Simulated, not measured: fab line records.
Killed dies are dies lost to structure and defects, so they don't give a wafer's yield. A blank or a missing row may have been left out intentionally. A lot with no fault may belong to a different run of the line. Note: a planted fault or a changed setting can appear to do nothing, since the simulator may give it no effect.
fab line records | flow n5Finfet
record lots=5 | wafers=15 | lastDay=19
route steps=1938 shown BEOL_M4@1099 BEOL_M5@1112 BEOL_M14@1753 PASSIVATION@1936
lots that met no fault: taken from a fault-free run of the same line
startH: hours from the record's opening day to when the first of the lot's shown wafers began | waitH: how many hours have passed since the lot's step before this one | " as in the row above | L1.1+2: one row covering several wafers at once | - no value, or no start given | * or withheld: withheld | < > ~ a bound
route shown NAME@n: names a module that has steps shown in the file, with the first one's number in the route | usual: average and standard deviation across the fault-free wafers | same: alike in all rows | chamber/n: place in a boat | sites: readings site by site | _std_site: their standard deviation | _edge_site: inner sites' mean taken away from outer sites' mean | radiusMm: how far each site lies from the wafer's centre | mask NAME#n: copy n | behind: the tool/chamber that last shaped the wafer | hold: why the lot went on hold/how many hours it stayed there/how the hold came to an end | device: the n, p or np transistor that did not switch | end of line: tests run on the same wafers once the route is complete | step lacking rows: just its recipe | killed: count of dies lost to structure and defects at first sort (not the wafer's yield) | map: shows each die of a wafer: x if killed, . if not, _ if none is there
set.NAME: the run value of the setting; set.NAME@STEP: its run value at that earlier step | model.NAME: the simulator's own value behind a step, which no gauge read
lots at some steps of the route; a table a step, a row a wafer
services: the hour from which a tool's chamber was out of use, counted from the record's first day as startH (under 0 if before that day), plus the number of hours and why
## steps
# step N5_BEOL_M4_ANNEAL_95
# recipe tempC=400 | timeS=240 | ambient=vacuum
# step N5_BEOL_M4_SPUTTER_96
# recipe material=Cu | targetThkA=45 | tempC=-20 | chamberPressurePa=0.07 | powerW=withheld | timeS=8.29
# step N5_BEOL_M4_ECD_50
# recipe material=Cu | targetThkA=3000
# step N5_BEOL_M4_ANNEAL_51
# recipe tempC=225 | timeS=90 | ambient=N2
# step N5_BEOL_M4_CMP_52
# recipe stopOn=SiOC | tOverpolishS=6.8 | downForcePsi=1 | platenRpm=50 | clearingPlatenDownForcePsi=1.5 | clearingPlatenRpm=50 | postCmpClean=cuAlkaline | targetThkNm=40 | clearingPlatenPadVelocityMS=0.99484 | padVelocityMS=0.99484
# step N5_BEOL_M4_PRE_CLEAN_60
# recipe gas=NH3/H2 | timeS=15 | tempC=* | rfPowerW=300
# step N5_BEOL_M4_CO_CAP_55
# recipe material=Co | targetThkA=20 | tempC=200 | precursor=CCTBA/H2 | pressureTorr=30 | timeS=102.1
# step N5_BEOL_M4_PRE_CLEAN_56
# recipe gas=NH3 | timeS=15 | tempC=withheld | rfPowerW=300
# step N5_BEOL_M4_DEP_57
# recipe material=SiCN | targetThkA=80 | tempC=withheld | precursor=3MS/NH3 | pressureTorr=3 | rfW=202 | timeS=14
# step N5_BEOL_M4_RC_MEAS_101
# usual DIBL_N=36.3/1.9 | DIBL_P=36.0/2.1 | IOFF_N=0.16/0.031 | IOFF_P=0.21/0.035 | ION_N=675/14 | ION_P=464/8.5 | SS_N=71.5/0.6 | SS_P=73.3/0.72 | VT_N=250/3.2 | VT_P=-250/3.1
lot.wafer | tool      | chamber | startH | waitH | DIBL_N[mV/V] | DIBL_P[mV/V] | IOFF_N[nA/um] | IOFF_P[nA/um] | ION_N[uA/um] | ION_P[uA/um] | SS_N[mV/dec] | SS_P[mV/dec] | VT_N[mV] | VT_P[mV]
L991.1    | prober-01 | 0       | 295.46 | 0.0   | 37.8         | 35.8         | 0.18          | 0.22          | 679          | 465          | 70.9         | 72.6         | 251      | -249
L991.3    | "         | 0       | "      | "     | 34.0         | 32.2         | 0.12          | 0.18          | 685          | 467          | 70.2         | 72.3         | 255      | -248
L991.5    | "         | 0       | "      | "     | 37.2         | 36.0         | 0.18          | 0.24          | 704          | 478          | 71.2         | 73.6         | 246      | -247
L995.1    | prober-01 | 0       | 302.36 | 0.0   | 35.9         | 35.1         | 0.14          | 0.16          | 676          | 461          | 71.2         | 73.4         | 254      | -254
L995.2    | "         | 0       | "      | "     | 36.6         | 36.0         | 0.16          | 0.19          | 672          | 464          | 71.3         | 72.6         | 250      | -253
L995.4    | "         | 0       | "      | "     | 32.7         | 32.0         | 0.10          | 0.13          | 670          | 462          | 70.9         | 72.2         | 256      | -259
L993.4    | prober-02 | 0       | 320.52 | 0.5   | 36.7         | 36.3         | 0.15          | 0.21          | 676          | 460          | 72.0         | 73.5         | 252      | -249
L993.5    | "         | 0       | "      | "     | 36.8         | 37.2         | 0.16          | 0.22          | 674          | 461          | 71.2         | 73.9         | 251      | -254
L993.6    | "         | 0       | "      | "     | 34.8         | 34.3         | 0.12          | 0.18          | 658          | 454          | 71.0         | 72.8         | 255      | -253
L102.2    | prober-02 | 0       | 324.74 | 0.2   | 35.5         | 35.9         | 0.15          | 0.22          | 698          | 483          | 71.4         | 73.2         | 249      | -250
L102.3    | "         | 0       | "      | "     | 33.4         | 33.9         | 0.11          | 0.20          | 652          | 462          | 71.5         | 71.7         | 255      | -248
L102.6    | "         | 0       | "      | "     | 34.1         | 34.3         | 0.13          | 0.20          | 683          | 478          | 72.3         | 72.5         | 253      | -250
L103.2    | prober-01 | 0       | 340.83 | 0.2   | 36.4         | 36.4         | 0.14          | 0.21          | 650          | 452          | 71.2         | 72.6         | 254      | -250
L103.4    | "         | 0       | "      | "     | 35.2         | 35.1         | 0.14          | 0.19          | 665          | 461          | 71.4         | 72.9         | 250      | -254
L103.5    | "         | 0       | "      | "     | 36.7         | 37.6         | 0.17          | 0.22          | 663          | 457          | 71.0         | 73.8         | 252      | -250
# step N5_BEOL_M5_ILD_DEP_00
# recipe material=SiCOH_lowk | targetThkA=1406.4 | tempC=300 | precursor=DEMS/porogen | pressureTorr=5 | rfW=500 | timeS=25.9
# step N5_BEOL_M5_CURE_79
# recipe tempC=385 | timeS=240 | ambient=He/Ar | material=SiCOH_lowk
# step N5_BEOL_M5_PECVD_70
# recipe material=SiO2 | targetThkA=160 | tempC=400 | precursor=TEOS/O2 | pressureTorr=5.5 | rfW=450 | teosFlowSccm=53.8 | gas=O2 | flowSccm=3000 | timeS=18
# step N5_BEOL_M5_HM_DEP_02
# recipe material=TiN | targetThkA=200 | tempC=25 | chamberPressurePa=0.49996
# step N5_BEOL_M5_COAT_59
# recipe resist=SOC | tempC=250 | timeS=60 | spinRpm=1500 | resistThkNm=60
# step N5_BEOL_M5_COAT_60
# recipe resist=SiARC | tempC=220 | timeS=60 | spinRpm=1500 | resistThkNm=12
# step N5_BEOL_M5_COAT_71
# recipe resist=underlayer | tempC=205 | timeS=60 | spinRpm=1500 | resistThkNm=5
# step N5_BEOL_M5_COAT_05
# recipe resist=CAR-EUV | spinRpm=1500 | resistThkNm=30
# step N5_BEOL_M5_EBR_07
# recipe solvent=PGMEA | ebrWidthMm=1.5
# step N5_BEOL_M5_SOFTBAKE_06
# recipe tempC=110 | timeS=60 | resist=CAR-EUV
# step N5_BEOL_M5_EXPOSE_08
# recipe maskId=M5 | na=0.33 | sourceShape=annular | sigmaInner=0.4 | sigmaOuter=0.8 | polarization=unpolarized | targetCdNm=28 | doseMj=35.75
# step N5_BEOL_M5_PEB_09
# recipe pebTempC=100 | pebTimeS=60 | resist=CAR-EUV
# step N5_BEOL_M5_DEVELOP_10
# recipe developTimeS=30 | developer=TMAH | resist=CAR-EUV | rinseLiquid=surfactantRinse | dry=airSpin | devTempC=23
# step N5_BEOL_M5_DESCUM_16
# recipe chemistry=O2 | timeS=7 | sourcePowerW=50 | biasPowerW=20 | pressureMtorr=20 | rfFrequencyHz=2.712e+07 | tempC=40 | resist=CAR-EUV | o2FlowSccm=225
# step N5_BEOL_M5_ETCH_72
# recipe chemistry=N2/H2 | target=underlayer | targetDepthA=65 | maskMaterial=CAR-EUV | timeS=5.2 | ionEnergyEv=200 | pressureMtorr=30 | sourceW=840 | biasW=150 | n2FlowSccm=200 | h2FlowSccm=200 | ends=cleared
# step N5_BEOL_M5_ETCH_61
# recipe chemistry=CF4 | target=SiARC | targetDepthA=156 | maskMaterial=CAR-EUV | timeS=26 | ionEnergyEv=80 | pressureMtorr=40 | sourceW=545 | biasW=36 | Ar_flow_sccm=100 | cf4FlowSccm=100 | ends=cleared
# step N5_BEOL_M5_ETCH_62
# recipe chemistry=N2/H2 | target=SOC | targetDepthA=750 | overetchA=150 | maskMaterial=SiARC | tempC=40 | timeS=112.5 | ionEnergyEv=200 | pressureMtorr=30 | sourceW=840 | biasW=150 | n2FlowSccm=200 | h2FlowSccm=200
# step N5_BEOL_M5_STRIP_63
# recipe chemistry=N2/H2 | tempC=40 | n2FlowSccm=200 | h2FlowSccm=200 | rfFrequencyHz=6e+07
# step N5_BEOL_M5_STRIP_73
# recipe chemistry=N2/H2 | tempC=40 | n2FlowSccm=200 | h2FlowSccm=200 | rfFrequencyHz=6e+07
# step N5_BEOL_M5_STRIP_64
# recipe chemistry=CF4 | resist=SiARC | powerW=300 | biasPowerW=75 | pressureMtorr=50 | cf4FlowSccm=150 | rfFrequencyHz=6e+07
# step N5_BEOL_M5_HM_OPEN_17
# recipe chemistry=Cl2/BCl3 | targetDepthA=200 | overetchA=60 | target=TiN | maskMaterial=SOC | ionEnergyEv=150 | pressureMtorr=10 | icpW=1000 | biasW=126 | Cl2_flow_sccm=53.25 | bcl3FlowSccm=21.75 | Ar_flow_sccm=25
# step N5_BEOL_M5_STRIP_19
# recipe chemistry=O2 | powerW=400 | tempC=40 | pressureMtorr=30 | rfFrequencyHz=6e+07 | biasPowerW=0 | overashFraction=0.2 | o2FlowSccm=225
# step N5_BEOL_M5_COAT_65
# recipe resist=SOC | tempC=250 | timeS=60 | spinRpm=1500 | resistThkNm=60
# step N5_BEOL_M5_COAT_66
# recipe resist=SiARC | tempC=220 | timeS=60 | spinRpm=1500 | resistThkNm=12
# step N5_BEOL_M14_TRENCH_ETCH_34
# recipe chemistry=C4F8/O2/Ar | target=SiO2 | targetDepthA=5566.5 | maskMaterial=SOC | heInnerTorr=15 | heOuterTorr=30 | timeS=126.9 | ionEnergyEv=800 | pressureMtorr=20 | sourceW=1905 | biasW=2040 | Ar_flow_sccm=400 | C4F8_flow_sccm=16 | O2_flow_sccm=12
# usual C4F8_flow_sccm=16.00/0.051 | O2_flow_sccm=12.00/0.033 | biasW=2041/6.1 | drypumpMotorCurrentA=5.8/0.43 | oesProductAu=0.82/0.08 | rfVppV=2240/35 | showerheadPlenumPTorr=3.48/0.12 | throttleValvePct=30.90/0.27
lot.wafer | tool       | chamber | startH | waitH | C4F8_flow_sccm | O2_flow_sccm | biasW | drypumpMotorCurrentA | oesProductAu | rfHoursCounterH | rfVppV | showerheadPlenumPTorr | throttleValvePct | model.SiARC_of_BEOL_M14_COAT_66.thkNm
L991.1    | rieDiel-03 | 0       | 375.74 | 0.0   | -              | -            | -     | -                    | -            | -               | -      | -                     | -                | 65
L991.3    | "          | 3       | "      | "     | -              | -            | -     | -                    | -            | -               | -      | -                     | -                | 66.2
L991.5    | "          | 2       | "      | "     | -              | -            | -     | -                    | -            | -               | -      | -                     | -                | 66.4
L995.1    | rieDiel-02 | 2       | 390.55 | 0.0   | -              | -            | -     | -                    | -            | -               | -      | -                     | -                | 64.2
L995.2    | "          | 3       | "      | "     | -              | -            | -     | -                    | -            | -               | -      | -                     | -                | 65.6
L995.4    | "          | 1       | "      | "     | -              | -            | -     | -                    | -            | -               | -      | -                     | -                | 65.4
L993.4    | rieDiel-03 | 1       | 407.95 | 0.1   | -              | -            | -     | -                    | -            | -               | -      | -                     | -                | 65
L993.5    | "          | 0       | "      | "     | -              | -            | -     | -                    | -            | -               | -      | -                     | -                | 64.4
L993.6    | "          | 3       | "      | "     | -              | -            | -     | -                    | -            | -               | -      | -                     | -                | 66
L102.2    | rieDiel-03 | 1       | 408.47 | 0.0   | 15.96          | 12.01        | 2047  | 5.9                  | 0.74         | 139             | 2213   | 3.47                  | 31.33            | 0
L102.3    | "          | 3       | "      | "     | 16.00          | 12.01        | 2035  | 5.5                  | 0.75         | 128             | 2291   | 3.57                  | 30.60            | 0
L102.6    | "          | 0       | "      | "     | 16.07          | 11.95        | 2044  | 5.7                  | 0.89         | -               | 2206   | 3.62                  | 30.85            | 0
L103.2    | rieDiel-03 | 1       | 420.07 | 0.0   | 16.06          | 11.99        | 2037  | 5.9                  | 0.74         | 144             | 2213   | 3.47                  | 31.33            | 0
L103.4    | "          | 0       | "      | "     | 16.01          | 11.94        | 2046  | 5.7                  | 0.87         | -               | 2205   | 3.61                  | 30.84            | 0
L103.5    | "          | 3       | "      | "     | 15.93          | 12.07        | 2030  | 5.4                  | 0.75         | -               | 2293   | 3.57                  | 30.59            | 0
# step N5_BEOL_M14_OCD_MEAS_35
# usual trenchDepthNm=557/18
lot.wafer | tool   | chamber | startH | waitH | trenchDepthNm
L991.1    | ocd-01 | -       | 375.90 | 0.0   | 0
L991.3    | "      | -       | "      | "     | 0
L991.5    | "      | -       | "      | "     | 0
L995.1    | ocd-01 | -       | 390.71 | 0.0   | 0
L995.2    | "      | -       | "      | "     | 0
L995.4    | "      | -       | "      | "     | 0
L993.4    | ocd-02 | -       | 408.05 | 0.0   | 0
L993.5    | "      | -       | "      | "     | 0
L993.6    | "      | -       | "      | "     | 0
L102.2    | ocd-01 | -       | 408.63 | 0.0   | 535
L102.3    | "      | -       | "      | "     | 549
L102.6    | "      | -       | "      | "     | 572
L103.2    | ocd-02 | -       | 420.23 | 0.0   | 532
L103.4    | "      | -       | "      | "     | 562
L103.5    | "      | -       | "      | "     | 547
# step N5_BEOL_M14_CMP_49
# recipe stopOn=SiO2 | tOverpolishS=5.2 | downForcePsi=2 | platenRpm=80 | clearingPlatenDownForcePsi=2 | clearingPlatenRpm=80 | postCmpClean=cuAlkaline | targetThkNm=560 | clearingPlatenPadVelocityMS=1.5917 | padVelocityMS=1.5917
# usual barrierFieldEndpointS=11.48/0.28 | clearingPlatenRpm=80.01/0.041 | motorCurrentA=8.2/0.95 | overpolishRunS=5.199/0.0092 | timeToEndpointS=123/4.5
lot.wafer | tool   | chamber | startH | waitH | barrierFieldEndpointS | clearingPlatenRpm | motorCurrentA | overpolishRunS | timeToEndpointS | model.Cu_of_BEOL_M14_ECD_47.thkNm
L991.3    | cmp-04 | 3       | 381.08 | 0.2   | 11.12                 | 79.98             | 7.3           | 5.211          | 120             | 0
L991.1    | "      | 0       | "      | "     | 11.54                 | 80.04             | 6.6           | 5.200          | 119             | 0
L991.5    | "      | 2       | "      | "     | 11.53                 | 80.00             | 9.1           | 5.176          | 127             | 1.6
L995.2    | cmp-04 | 3       | 396.76 | 0.2   | 11.51                 | 80.06             | 7.0           | 5.202          | 123             | 0
L995.4    | "      | 0       | "      | "     | 11.38                 | 80.00             | 7.0           | 5.196          | 120             | 0
L995.1    | "      | 1       | "      | "     | 11.33                 | 79.93             | 7.9           | 5.188          | 123             | 1.4
L102.2    | cmp-01 | 0       | 411.81 | 0.3   | 11.66                 | 80.00             | 7.7           | 5.190          | 127             | 537.8
L102.3    | "      | 1       | "      | "     | 11.18                 | 79.98             | 9.1           | 5.198          | 123             | 551.8
L102.6    | "      | 0       | "      | "     | 11.31                 | 80.03             | 8.2           | 5.203          | 122             | 574.2
L993.4    | cmp-04 | 1       | 416.37 | 0.2   | 11.30                 | 79.98             | 7.2           | 5.188          | 123             | 0
L993.6    | "      | 3       | "      | "     | 11.37                 | 80.02             | 7.2           | 5.201          | 120             | 0
L993.5    | "      | 0       | "      | "     | 10.85                 | 80.01             | 7.4           | 5.202          | 117             | 0
L103.2    | cmp-01 | 1       | 421.68 | 0.4   | 11.34                 | 80.02             | 9.7           | 5.195          | 118             | 533
L103.4    | "      | 2       | "      | "     | 11.61                 | 80.03             | 9.2           | 5.196          | 124             | 563.4
L103.5    | "      | 1       | "      | "     | 11.20                 | 80.04             | 9.3           | 5.198          | 117             | 549.8
# step N5_PASSIVATION_PROBE_49
# usual defectLimitedYield=91.0/1.5 | killed_at_M0_to_M3=32/9.6 | killed_at_M4_up=13/4.7 | killedAtContacts=13/7.2 | killedAtFrontEnd=44/13 | killedAtOther=4/3.4 | killedDies=106/18 | killedOnRim=14/4.2 | killedOpen=70/13 | killedShort=35/8 | sort_bin_5_function=5.3/0.97 | sort_bin_6_memory=3.4/0.73 | sortNPass=1074/18 | sortYieldPct=91.0/1.5
# same grossDies=1180 | killedAtBackSide=0 | sort_bin_4_leakage[%]=0 | sort_bin_8_speed[%]=0
lot.wafer | tool      | chamber | startH | waitH | defectLimitedYield[%] | killed_at_M0_to_M3 | killed_at_M4_up | killedAtContacts | killedAtFrontEnd | killedAtOther | killedDies | killedOnRim | killedOpen | killedShort | sort_bin_5_function[%] | sort_bin_6_memory[%] | sortNPass | sortYieldPct[%]
L991.1    | prober-01 | -       | 402.40 | 0.0   | 0                     | 44                 | 1067            | 5                | 63               | 1             | 1180       | 152         | 82         | 40          | 95.6                   | 3.9                  | 0         | 0
L991.3    | prober-01 | -       | 402.50 | 0.1   | 0                     | 53                 | 1030            | 18               | 75               | 4             | 1180       | 152         | 104        | 58          | 93.8                   | 5.5                  | 0         | 0
L991.5    | prober-01 | -       | 402.60 | 0.2   | 0                     | 39                 | 1039            | 8                | 92               | 2             | 1180       | 152         | 103        | 46          | 94.9                   | 4.7                  | 0         | 0
L995.1    | prober-02 | -       | 425.07 | 0.0   | 0                     | 31                 | 1089            | 5                | 48               | 7             | 1180       | 152         | 55         | 44          | 96.5                   | 3.1                  | 0         | 0
L995.2    | prober-02 | -       | 425.12 | 0.1   | 0                     | 25                 | 1042            | 24               | 84               | 5             | 1180       | 152         | 84         | 56          | 94.3                   | 4.5                  | 0         | 0
L995.4    | prober-02 | -       | 425.22 | 0.2   | 0                     | 29                 | 1093            | 3                | 54               | 1             | 1180       | 152         | 57         | 32          | 96.8                   | 2.9                  | 0         | 0
L993.4    | prober-01 | -       | 442.42 | 0.2   | 0                     | 45                 | 1083            | 3                | 42               | 7             | 1180       | 152         | 80         | 32          | 96.3                   | 3.5                  | 0         | 0
L993.5    | prober-01 | -       | 442.47 | 0.2   | 0                     | 49                 | 1094            | 4                | 31               | 2             | 1180       | 152         | 78         | 24          | 96.3                   | 3.5                  | 0         | 0
L993.6    | prober-01 | -       | 442.52 | 0.3   | 0                     | 30                 | 1096            | 8                | 43               | 3             | 1180       | 152         | 67         | 29          | 97.2                   | 2.5                  | 0         | 0
# killed by level:class
L991.1 BEOL_M14:areaEtch=1056 FIN_SAQP:geometricParticle:open=20 BEOL_M0_SAQP:geometricParticle:open=15 STI_FIN_REVEAL:geometricParticle:open=12 BEOL_M0_SAQP:geometricParticle:short=12 DUMMY_GATE:geometricParticle:open=7 FIN_SAQP:geometricParticle:short=5 STI_FIN_REVEAL:geometricParticle:short=4
L991.3 BEOL_M14:areaEtch=1015 FIN_SAQP:geometricParticle:open=19 STI_FIN_REVEAL:geometricParticle:open=18 BEOL_M0_SAQP:geometricParticle:short=17 BEOL_M0_SAQP:geometricParticle:open=13 MOL_CONTACT_COAG:geometricParticle:open=13 FIN_SAQP:geometricParticle:short=10 BEOL_M0:geometricParticle:open=8
L991.5 BEOL_M14:areaEtch=1031 FIN_SAQP:geometricParticle:open=29 STI_FIN_REVEAL:geometricParticle:open=18 FIN_SAQP:geometricParticle:short=14 DUMMY_GATE:geometricParticle:open=13 BEOL_M0_SAQP:geometricParticle:open=12 BEOL_M0_SAQP:geometricParticle:short=12 MOL_CONTACT_COAG:geometricParticle:open=7
L995.1 BEOL_M14:areaEtch=1074 FIN_SAQP:geometricParticle:short=15 FIN_SAQP:geometricParticle:open=13 BEOL_M0_SAQP:geometricParticle:open=8 BEOL_M3:geometricParticle:open=7 ILD0:geometricParticle:short=5 MOL_CONTACT_COAG:geometricParticle:open=5 BEOL_M2:geometricParticle:open=4
L995.2 BEOL_M14:areaEtch=1033 FIN_SAQP:geometricParticle:open=32 FIN_SAQP:geometricParticle:short=23 MOL_CONTACT_COAG:geometricParticle:open=17 MOL_CONTACT_COAG:geometricParticle:short=7 GATE_CUT:geometricParticle:short=6 BEOL_M1:geometricParticle:open=6 STI_FIN_REVEAL:geometricParticle:open=5
L995.4 BEOL_M14:areaEtch=1089 FIN_SAQP:geometricParticle:open=14 FIN_SAQP:geometricParticle:short=13 BEOL_M0_SAQP:geometricParticle:short=9 BEOL_M0_SAQP:geometricParticle:open=6 STI_FIN_REVEAL:geometricParticle:open=4 BEOL_M2:geometricParticle:open=4 BEOL_M3:geometricParticle:open=4
L993.4 BEOL_M14:areaEtch=1067 BEOL_M2:geometricParticle:open=10 BEOL_M0:geometricParticle:open=9 FIN_SAQP:geometricParticle:open=8 STI_FIN_REVEAL:geometricParticle:open=7 BEOL_M3:geometricParticle:open=6 FIN_SAQP:geometricParticle:short=5 DUMMY_GATE:geometricParticle:open=5
L993.5 BEOL_M14:areaEtch=1078 BEOL_M0_SAQP:geometricParticle:open=11 BEOL_M2:geometricParticle:open=10 BEOL_M4:geometricParticle:open=9 FIN_SAQP:geometricParticle:open=8 BEOL_M1:geometricParticle:open=8 BEOL_M3:geometricParticle:open=6 FIN_SAQP:geometricParticle:short=5
L993.6 BEOL_M14:areaEtch=1084 STI_FIN_REVEAL:geometricParticle:open=10 FIN_SAQP:geometricParticle:short=9 BEOL_M1:geometricParticle:open=8 FIN_SAQP:geometricParticle:open=7 MOL_CONTACT_COAG:geometricParticle:open=7 BEOL_M0_SAQP:geometricParticle:open=6 BEOL_M3:geometricParticle:open=5
# map L991.1 (x killed, . not)
_________________xxxxxxxxxxxx________________
______________xxxxxxxxxxxxxxxxxx_____________
___________xxxxxxxxxxxxxxxxxxxxxxxx__________
__________xxxxxxxxxxxxxxxxxxxxxxxxxx_________
________xxxxxxxxxxxxxxxxxxxxxxxxxxxxxx_______
_______xxxxxxxxxxxxxxxxxxxxxxxxxxxxxxxx______
______xxxxxxxxxxxxxxxxxxxxxxxxxxxxxxxxxx_____
_____xxxxxxxxxxxxxxxxxxxxxxxxxxxxxxxxxxxx____
____xxxxxxxxxxxxxxxxxxxxxxxxxxxxxxxxxxxxxx___
___xxxxxxxxxxxxxxxxxxxxxxxxxxxxxxxxxxxxxxxx__
___xxxxxxxxxxxxxxxxxxxxxxxxxxxxxxxxxxxxxxxx__
__xxxxxxxxxxxxxxxxxxxxxxxxxxxxxxxxxxxxxxxxxx_
__xxxxxxxxxxxxxxxxxxxxxxxxxxxxxxxxxxxxxxxxxx_
_xxxxxxxxxxxxxxxxxxxxxxxxxxxxxxxxxxxxxxxxxxxx
_xxxxxxxxxxxxxxxxxxxxxxxxxxxxxxxxxxxxxxxxxxxx
_xxxxxxxxxxxxxxxxxxxxxxxxxxxxxxxxxxxxxxxxxxxx
_xxxxxxxxxxxxxxxxxxxxxxxxxxxxxxxxxxxxxxxxxxxx
_xxxxxxxxxxxxxxxxxxxxxxxxxxxxxxxxxxxxxxxxxxxx
_xxxxxxxxxxxxxxxxxxxxxxxxxxxxxxxxxxxxxxxxxxxx
_xxxxxxxxxxxxxxxxxxxxxxxxxxxxxxxxxxxxxxxxxxxx
_xxxxxxxxxxxxxxxxxxxxxxxxxxxxxxxxxxxxxxxxxxxx
__xxxxxxxxxxxxxxxxxxxxxxxxxxxxxxxxxxxxxxxxxx_
__xxxxxxxxxxxxxxxxxxxxxxxxxxxxxxxxxxxxxxxxxx_
___xxxxxxxxxxxxxxxxxxxxxxxxxxxxxxxxxxxxxxxx__
___xxxxxxxxxxxxxxxxxxxxxxxxxxxxxxxxxxxxxxxx__
____xxxxxxxxxxxxxxxxxxxxxxxxxxxxxxxxxxxxxx___
_____xxxxxxxxxxxxxxxxxxxxxxxxxxxxxxxxxxxx____
______xxxxxxxxxxxxxxxxxxxxxxxxxxxxxxxxxx_____
_______xxxxxxxxxxxxxxxxxxxxxxxxxxxxxxxx______
________xxxxxxxxxxxxxxxxxxxxxxxxxxxxxx_______
__________xxxxxxxxxxxxxxxxxxxxxxxxxx_________
___________xxxxxxxxxxxxxxxxxxxxxxxx__________
______________xxxxxxxxxxxxxxxxxx_____________
_________________xxxxxxxxxxxx________________
# map L993.4 (x killed, . not)
_________________xxxxxxxxxxxx________________
______________xxxxxxxxxxxxxxxxxx_____________
___________xxxxxxxxxxxxxxxxxxxxxxxx__________
__________xxxxxxxxxxxxxxxxxxxxxxxxxx_________
________xxxxxxxxxxxxxxxxxxxxxxxxxxxxxx_______
_______xxxxxxxxxxxxxxxxxxxxxxxxxxxxxxxx______
______xxxxxxxxxxxxxxxxxxxxxxxxxxxxxxxxxx_____
_____xxxxxxxxxxxxxxxxxxxxxxxxxxxxxxxxxxxx____
____xxxxxxxxxxxxxxxxxxxxxxxxxxxxxxxxxxxxxx___
___xxxxxxxxxxxxxxxxxxxxxxxxxxxxxxxxxxxxxxxx__
___xxxxxxxxxxxxxxxxxxxxxxxxxxxxxxxxxxxxxxxx__
__xxxxxxxxxxxxxxxxxxxxxxxxxxxxxxxxxxxxxxxxxx_
__xxxxxxxxxxxxxxxxxxxxxxxxxxxxxxxxxxxxxxxxxx_
_xxxxxxxxxxxxxxxxxxxxxxxxxxxxxxxxxxxxxxxxxxxx
_xxxxxxxxxxxxxxxxxxxxxxxxxxxxxxxxxxxxxxxxxxxx
_xxxxxxxxxxxxxxxxxxxxxxxxxxxxxxxxxxxxxxxxxxxx
_xxxxxxxxxxxxxxxxxxxxxxxxxxxxxxxxxxxxxxxxxxxx
_xxxxxxxxxxxxxxxxxxxxxxxxxxxxxxxxxxxxxxxxxxxx
_xxxxxxxxxxxxxxxxxxxxxxxxxxxxxxxxxxxxxxxxxxxx
_xxxxxxxxxxxxxxxxxxxxxxxxxxxxxxxxxxxxxxxxxxxx
_xxxxxxxxxxxxxxxxxxxxxxxxxxxxxxxxxxxxxxxxxxxx
__xxxxxxxxxxxxxxxxxxxxxxxxxxxxxxxxxxxxxxxxxx_
__xxxxxxxxxxxxxxxxxxxxxxxxxxxxxxxxxxxxxxxxxx_
___xxxxxxxxxxxxxxxxxxxxxxxxxxxxxxxxxxxxxxxx__
___xxxxxxxxxxxxxxxxxxxxxxxxxxxxxxxxxxxxxxxx__
____xxxxxxxxxxxxxxxxxxxxxxxxxxxxxxxxxxxxxx___
_____xxxxxxxxxxxxxxxxxxxxxxxxxxxxxxxxxxxx____
______xxxxxxxxxxxxxxxxxxxxxxxxxxxxxxxxxx_____
_______xxxxxxxxxxxxxxxxxxxxxxxxxxxxxxxx______
________xxxxxxxxxxxxxxxxxxxxxxxxxxxxxx_______
__________xxxxxxxxxxxxxxxxxxxxxxxxxx_________
___________xxxxxxxxxxxxxxxxxxxxxxxx__________
______________xxxxxxxxxxxxxxxxxx_____________
_________________xxxxxxxxxxxx________________
## services
tool       | chamber | startH | hours | kind
cmp-01     | -       | 359.39 | 0.3   | repair
cmp-04     | -       | 359.88 | 1.4   | repair
rieDiel-02 | 0       | 367.04 | -     | clean
rieDiel-02 | 0       | 367.04 | -     | consumableReplace:focusRing
rieDiel-02 | 0       | 367.04 | 15.8  | scheduledDown
rieDiel-02 | 0       | 367.04 | 15.8  | ventCycle
rieDiel-03 | 3       | 380.63 | 2.6   | repair
cmp-01     | -       | 396.71 | 2.3   | repair
rieDiel-03 | 2       | 400.26 | 25.0  | repair
rieDiel-03 | 0       | 402.50 | 2.4   | repair
cmp-04     | -       | 407.35 | 4.5   | repair
cmp-04     | -       | 418.26 | 6.7   | repair
## key
firstSign step=N5_BEOL_M14_TRENCH_ETCH_34 | reading=toolRecord | direction=missing
effect step=N5_BEOL_M14_OCD_MEAS_35 | reading=trenchDepthNm | direction=down | sigmas=31 | usual=557 | struck=0
effect step=N5_PASSIVATION_PROBE_49 | reading=killed_at_M4_up | direction=up | sigmas=99+ | usual=13 | struck=1070
modelEffect step=N5_BEOL_M14_TRENCH_ETCH_34 | value=SiARC_of_BEOL_M14_COAT_66.thkNm | without=0 | struck=65.36
modelEffect step=N5_BEOL_M14_CMP_49 | value=Cu_of_BEOL_M14_ECD_47.thkNm | without=557.8 | struck=0.3333
moreKillsBornAt N5_BEOL_M14_TRENCH_ETCH_34@rieDiel-03=6331 | N5_BEOL_M14_TRENCH_ETCH_34@rieDiel-02=3196
metAt N5_BEOL_M14_TRENCH_ETCH_34
struckWafers L991.1,L991.3,L991.5,L993.4,L993.5,L993.6,L995.1,L995.2,L995.4
laterRowsLeftOut L991.1,L991.3,L991.5,L993.4,L993.5,L993.6,L995.1,L995.2,L995.4
fault kind=skippedStepWhole | tool=rieDiel-02,rieDiel-03 | chamber=- | onsetH=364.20 | steps=N5_BEOL_M14_TRENCH_ETCH_34 | scope=struckLotsOnly
# laterRowsLeftOut: the simulator's readings of these wafers behind a module that went badly wrong aren't trusted and aren't shown, but for the sort
